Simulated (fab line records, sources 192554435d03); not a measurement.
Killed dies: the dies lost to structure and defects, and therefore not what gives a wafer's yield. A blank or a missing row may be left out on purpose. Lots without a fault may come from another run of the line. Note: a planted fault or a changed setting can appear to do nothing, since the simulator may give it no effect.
Which of the tools did it?    flow n5_finfet    21 wafers from 8 lots sampled at 2 of the route's 1938 steps

WHAT THE GAUGES SHOWED, per wafer
N5_BEOL_M4_RC_MEAS_101. Usual: DIBL_N 35.6 mV/V, standard deviation 1.7; DIBL_P 35.0 mV/V, standard deviation 2; IOFF_N 0.148 nA/um, standard deviation 0.027; IOFF_P 0.19 nA/um, standard deviation 0.032; ION_N 671 uA/um, standard deviation 14; ION_P 460 uA/um, standard deviation 9.1; SS_N 71.3 mV/dec, standard deviation 0.62; SS_P 73.0 mV/dec, standard deviation 0.64; VT_N 251 mV, standard deviation 3.2; VT_P -251.5 mV, standard deviation 2.9.
lot   measured      on         DIBL_N (mV/V)   DIBL_P (mV/V)   IOFF_N (nA/um)     IOFF_P (nA/um)  ION_N (uA/um)  ION_P (uA/um)  SS_N (mV/dec)   SS_P (mV/dec)   VT_N (mV)    VT_P (mV)             flag
L144  day 9 08:05   prober-02  36.1 35.4 35.2  37.1 37.2 35.8  0.174 0.150 0.148  0.20 0.19 0.17  701 673 678    470 460 464    71.1 70.9 71.2  73.9 73.9 73.1  248 252 251  -252.5 -249.9 -251.1  
L152  day 10 01:51  prober-02  35.9 35.4       36.2 35.7       0.157 0.155        0.23 0.22       663 680        458 465        71.7 71.7       73.0 72.7       250 249      -249.4 -250.6         
L155  day 11 10:01  prober-01  32.3 33.3 33.1  31.8 32.9 32.8  0.102 0.117 0.116  0.15 0.17 0.17  661 657 666    450 453 459    70.7 70.4 70.5  71.9 72.2 73.0  256 254 254  -255.6 -253.1 -251.8  
L159  day 12 16:08  prober-01  36.7 33.8 33.4  34.2 31.8 31.3  0.161 0.117 0.114  0.21 0.17 0.16  658 660 639    451 452 447    72.0 71.2 70.4  73.1 72.4 72.5  252 252 253  -249.6 -252.6 -253.5  
L163  day 13 12:05  prober-01  36.7 35.3       34.2 34.1       0.147 0.133        0.18 0.18       655 682        454 476        71.5 70.5       72.7 72.9       252 252      -250.2 -251.4         
L164  day 13 17:23  prober-02  35.5 40.2       34.2 40.5       0.119 0.222        0.18 0.30       662 692        458 475        70.5 72.3       72.3 73.4       253 247      -251.4 -244.4         
L165  day 13 20:51  prober-02  34.3 36.1 33.4  32.5 34.7 31.5  0.125 0.166 0.114  0.17 0.21 0.16  661 677 662    453 458 460    71.1 71.4 70.9  72.1 72.9 71.8  250 245 254  -253.9 -248.5 -254.1  
L167  day 14 09:56  prober-02  37.7 35.9 36.3  37.6 35.5 36.0  0.200 0.155 0.166  0.22 0.19 0.20  701 679 681    468 458 456    71.8 71.2 71.3  74.1 73.3 73.6  246 249 245  -253.1 -251.3 -250.3  

N5_BEOL_M9_OVL_MEAS_29. Usual: V8_OVL 0.3 nm, standard deviation 0.73.
lot   measured      on          V8_OVL (nm)    flag
L144  day 11 06:43  overlay-01  -0.5 0.8 -1.2  
L152  day 11 20:28  overlay-02  0.1 0.7        
L155  day 13 10:38  overlay-01  -0.5 0.1 -0.2  
L159  day 14 10:08  overlay-01  0.0 0.3 0.2    
L163  day 15 10:47  overlay-01  0.8 0.5        
L164  day 15 13:19  overlay-02  0.3 -0.4       
L165  day 15 22:38  overlay-01  0.3 0.3 0.2    
L167  day 16 12:17  overlay-01  0.4 0.4 0.7    

EACH LOT AND THE TOOL THAT RAN IT (in order: tool; ch and the chambers of the sampled wafers; start)
The record holds no process step before these readings.

WHAT THE TOOLS THEMSELVES READ (means of the sampled wafers that have a number; where no wafer has one, the mark that the record gives instead)
The record holds no such reading with a usual standard deviation.

THE ANSWER, worked out from the rows above alone
Rule: take the mean of a lot's wafers that have a number; if it is more than 3 standard deviations from the usual mean, the lot is off. A lot without any number at a reading at which 4 lots or more have one is off too. Where the step has rows for the other lots, those lots are counted as sound. First the gauges in route order, then the tools' own readings, where a lot's mean is used as printed above. At the first step where some lot is off, the reading lying furthest off is the one used; lots without a number count as furthest.
Across all readings shown, no lot is off: no conclusion can be drawn from this.

WHAT THE SIMULATOR PUT IN
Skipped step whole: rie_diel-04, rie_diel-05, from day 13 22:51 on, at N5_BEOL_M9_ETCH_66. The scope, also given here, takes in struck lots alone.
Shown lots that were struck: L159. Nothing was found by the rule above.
